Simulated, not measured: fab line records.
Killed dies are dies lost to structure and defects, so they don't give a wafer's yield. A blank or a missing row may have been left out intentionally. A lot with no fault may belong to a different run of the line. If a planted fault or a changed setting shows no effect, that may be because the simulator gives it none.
Matching of chambers / flow nandHarc / NHARC_A_M0_ETCH_34 on rieDiel-09 has 4 sister chambers
The step etches the open film in N2/H2, target depth 40 nm, overetch 12 nm, time 43.94 s. 4 wafers are shown with their chamber, then 9 later ones without.

## WAFERS WITH THEIR CHAMBER
wafer=L079.5; chamber=1; drypumpMotorCurrentA (A)=5.4
wafer=L087.1; chamber=0; drypumpMotorCurrentA (A)=6.5
wafer=L087.3; chamber=2; drypumpMotorCurrentA (A)=4.8
wafer=L087.6; chamber=3; drypumpMotorCurrentA (A)=5.5

## WAFERS MISSING THEIR CHAMBER
wafer=L088.4; drypumpMotorCurrentA (A)=4.9
wafer=L088.5; drypumpMotorCurrentA (A)=6.5
wafer=L088.6; drypumpMotorCurrentA (A)=5.5
wafer=L095.1; drypumpMotorCurrentA (A)=4.8
wafer=L095.2; drypumpMotorCurrentA (A)=5.5
wafer=L095.5; drypumpMotorCurrentA (A)=4.8
wafer=L097.1; drypumpMotorCurrentA (A)=5.4
wafer=L097.3; drypumpMotorCurrentA (A)=4.8
wafer=L097.5; drypumpMotorCurrentA (A)=5.5

## CHAMBER TAKEN BY EACH
wafer=L088.4; from the rows above=2; in truth=2
wafer=L088.5; from the rows above=0; in truth=0
wafer=L088.6; from the rows above=3; in truth=3
wafer=L095.1; from the rows above=2; in truth=2
wafer=L095.2; from the rows above=3; in truth=3
wafer=L095.5; from the rows above=2; in truth=2
wafer=L097.1; from the rows above=1; in truth=1
wafer=L097.3; from the rows above=2; in truth=2
wafer=L097.5; from the rows above=3; in truth=3
Correctly placed: 9 of 9. Can't be placed from these rows: 0. 0 placed wrongly.
How it was worked out, from the rows above alone: a wafer's distance from a chamber is the root of the sum, over the readings, of the square of ((its reading less the chamber's mean) divided by the reading's scatter). If the next closest chamber is less than 2 further off than the closest, the wafer can't be placed; otherwise it belongs to the closest. A chamber's mean is the mean of its shown wafers. The scatter: with one shown wafer a chamber, the root of the mean of the squares of how far each hidden wafer lies from its nearest shown one.
